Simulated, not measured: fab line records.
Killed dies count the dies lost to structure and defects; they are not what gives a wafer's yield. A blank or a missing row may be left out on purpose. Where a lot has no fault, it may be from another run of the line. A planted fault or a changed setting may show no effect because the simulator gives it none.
Chamber matching -- flow n5_finfet -- N5_HKMG_FIN_ALD_75 on ald_hk-01 has 4 sister chambers
The step deposits Al2O3, target thk 1 nm, co reactant pulse time 1 s. 7 wafers are shown with their chamber, then 10 later ones without.

## EACH WAFER AND ITS CHAMBER
wafer,chamber,heater_power_w (W),precursor_pulse_height_rel
L083.3,1,141,0.986
L083.5,1,138,1.010
L084.1,3,161,0.987
L084.4,2,156,1.026
L084.6,0,160,1.010
L087.1,2,160,0.991
L087.2,0,156,1.023

## WAFERS WHOSE CHAMBER IS MISSING
wafer,heater_power_w (W),precursor_pulse_height_rel
L087.4,159,0.983
L088.1,140,0.993
L088.3,158,0.985
L088.5,140,0.994
L096.1,157,1.010
L096.3,141,1.006
L096.5,142,1.002
L097.1,156,0.969
L097.4,142,1.000
L097.5,156,0.972

## EACH ONE'S CHAMBER
wafer,from the rows above,in truth
L087.4,can't be placed: 3 or 2 or 0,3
L088.1,1,1
L088.3,can't be placed: 3 or 2 or 0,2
L088.5,1,1
L096.1,can't be placed: 2 or 0 or 3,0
L096.3,1,1
L096.5,1,1
L097.1,can't be placed: 3 or 2 or 0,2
L097.4,1,1
L097.5,can't be placed: 3 or 2 or 0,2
Placed correctly: 5 of 10. Unplaceable from these rows: 5, with the true chamber sitting among the candidates in 5. Placed wrongly: 0.
How it was worked out, from the rows above alone: a wafer's distance from a chamber is the root of the sum, over the readings, of the square of ((its reading less the chamber's mean) divided by the reading's scatter). If the next closest chamber is less than 2 further off than the closest, the wafer can't be placed; otherwise it belongs to the closest. The mean given for a chamber averages the wafers shown for that chamber. The scatter: the root of (the sum of the squares of (reading less its chamber's mean) over the shown wafers, divided by (wafers less chambers)).
